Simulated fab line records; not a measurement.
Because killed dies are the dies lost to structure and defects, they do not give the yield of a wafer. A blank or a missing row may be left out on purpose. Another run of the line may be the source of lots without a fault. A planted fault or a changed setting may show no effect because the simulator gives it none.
Struck lot and sound lot, side by side :: flow n5_finfet :: 16 steps out of a route of 1938
Sound: the wafers L740.3, L740.5, L740.6. Wafers L738.3, L738.4, L738.6 were the ones struck. The cause is named last.
For every step that has rows: the tool of each side, followed by ch and its chambers, followed by its first start. Under that, the readings that differ: sound wafers :: struck wafers :: difference of the means :: sigmas: that difference in standard deviations of wafers without a fault.
alike: same words and numbers on both sides, and readings whose means sit less than 2 such deviations apart. not compared: any withheld reading, any reading some wafer has no value for, any bound like >300 that may hide the same value, and any number with overlapping values for which the record gives no deviation.
Wherever a step has rows on one side only, a row that says differs or no value, or a row with sigmas, the two part there. Numbers that have no deviation but don't overlap get no sigmas and don't part them. Lack of a reading on every wafer of one side parts them only where that side has two or more wafers.

first, 1 step without rows for these wafers: N5_SD_EPI_P_STRIP_38 (strips in N2/H2).
N5_SD_EPI_P_ETCHBACK_46: etches SiNx in CH3F/O2, stops on SiO2, target depth 17.5 nm.
  sound on rie_diel-05 ch 0,3, day 8 03:58; struck on rie_diel-04 ch 0,1, day 7 16:46
  alike: drypump_motor_current_A, oes_product_au, rf_vpp_V, showerhead_plenum_p_Torr, throttle_valve_pct
  not compared: rf_hours_counter_h
N5_SD_EPI_P_ETCH_47: etches SiOCN in CH3F/O2, target depth 25 nm.
  sound on rie_diel-05 ch 0,3, day 8 04:04; struck on rie_diel-04 ch 0,1, day 7 16:52
  alike: drypump_motor_current_A, oes_product_au, rf_vpp_V, showerhead_plenum_p_Torr, throttle_valve_pct
  not compared: rf_hours_counter_h
N5_SD_EPI_P_ETCH_16: etches SiO2 in CHF3/O2, target depth 5 nm.
  sound on rie_diel-05 ch 0,3, day 8 04:10; struck on rie_diel-04 ch 0,1, day 7 16:58
  alike: drypump_motor_current_A, oes_product_au, rf_vpp_V, showerhead_plenum_p_Torr, throttle_valve_pct
  not compared: rf_hours_counter_h
then, 1 step without rows for these wafers: N5_SD_EPI_P_STRIP_50 (strips in CHF3/O2).
N5_SD_EPI_P_SD_RECESS_17: chemistry HBr/Cl2/O2, target depth 39.1 nm, bt time 3 s.
  sound on rie_si-03 ch 1,2, day 8 04:14; struck on rie_si-01 ch 1,2, day 7 17:02
  alike: drypump_motor_current_A, he_backside_leak_sccm, oes_product_au, throttle_valve_pct
  not compared: rf_hours_counter_h
then, 1 step without rows for these wafers: N5_SD_EPI_P_WET_ETCH_45 (etches SiO2 in dHF, time 10.7 s, target depth 2 nm, rinse time 30 s).
N5_SD_EPI_P_STRIP_40: strips in N2/H2.
  sound on plasma_asher-02 ch 0,1, day 8 04:24; struck on plasma_asher-01 ch 0,1, day 7 17:12
reading: drypump_motor_current_A (A)
sound: 5.2 5.2 5.2
struck: 6.5 6.0 6.5
difference: +1.1
sigmas: +2
  alike: h2_flow_sccm, heater_power_w, oes_product_au
  not compared: rf_hours_counter_h
then, 4 steps without rows for these wafers: N5_SD_EPI_P_PRECLEAN_52 (cleans in O3/DIW, time 60 s); N5_SD_EPI_P_SRD_20 (time 30 s); N5_SD_EPI_P_PRECLEAN_51 (cleans in NF3:NH3, afs cycles 1, time 20 s, sublimation time 60 s); N5_SD_EPI_P_VAPOR_ETCH_44 (etches SiGe30 in NF3/Ar, time 3.3 s).
N5_SD_EPI_P_EPI_21: deposits SiGe:B, time 355 s.
  sound on epi_rpcvd-04 ch 0, day 8 05:37; struck on epi_rpcvd-04, day 7 18:25
  no value came back on the struck wafers for chamber_pressure_Torr (Torr), epi_growth_time_s (s); on the sound wafers chamber_pressure_Torr (Torr) reads 19.96 20.00 19.96
then, 1 step without rows for these wafers: N5_SD_EPI_P_HM_STRIP_48 (strips SiNx in H3PO4, material SiNx, target depth 3 nm).
N5_BEOL_M4_RC_MEAS_101:
  the record has rows for the sound wafers here (prober-02 ch 0, day 13 01:22) and none for the struck ones
-- record jumps: 10 days separate the struck wafers' starts on either side; left off in module BEOL_M4, taken up again in module PASSIVATION, whose first shown step is the route's number 1936 --
N5_PASSIVATION_PROBE_49:
  sound on prober-01 at day 17 09:16; struck on prober-02 at day 17 14:05
reading: killed_at_front_end
sound: 25 51 29
struck: 1116 1114 1113
difference: +1079
sigmas: +90

reading: killed_dies
sound: 74 108 78
struck: 1180 1180 1180
difference: +1093
sigmas: +61

reading: killed_on_rim
sound: 8 12 5
struck: 152 152 152
difference: +144
sigmas: +36
  alike: killed_at_M0_to_M3, killed_at_M4_up, killed_at_contacts, killed_at_other, killed_open, killed_short

## WHERE THEY PART
First at N5_SD_EPI_P_STRIP_40; last, within this record, at N5_PASSIVATION_PROBE_49.

WHY: what the simulator had put in
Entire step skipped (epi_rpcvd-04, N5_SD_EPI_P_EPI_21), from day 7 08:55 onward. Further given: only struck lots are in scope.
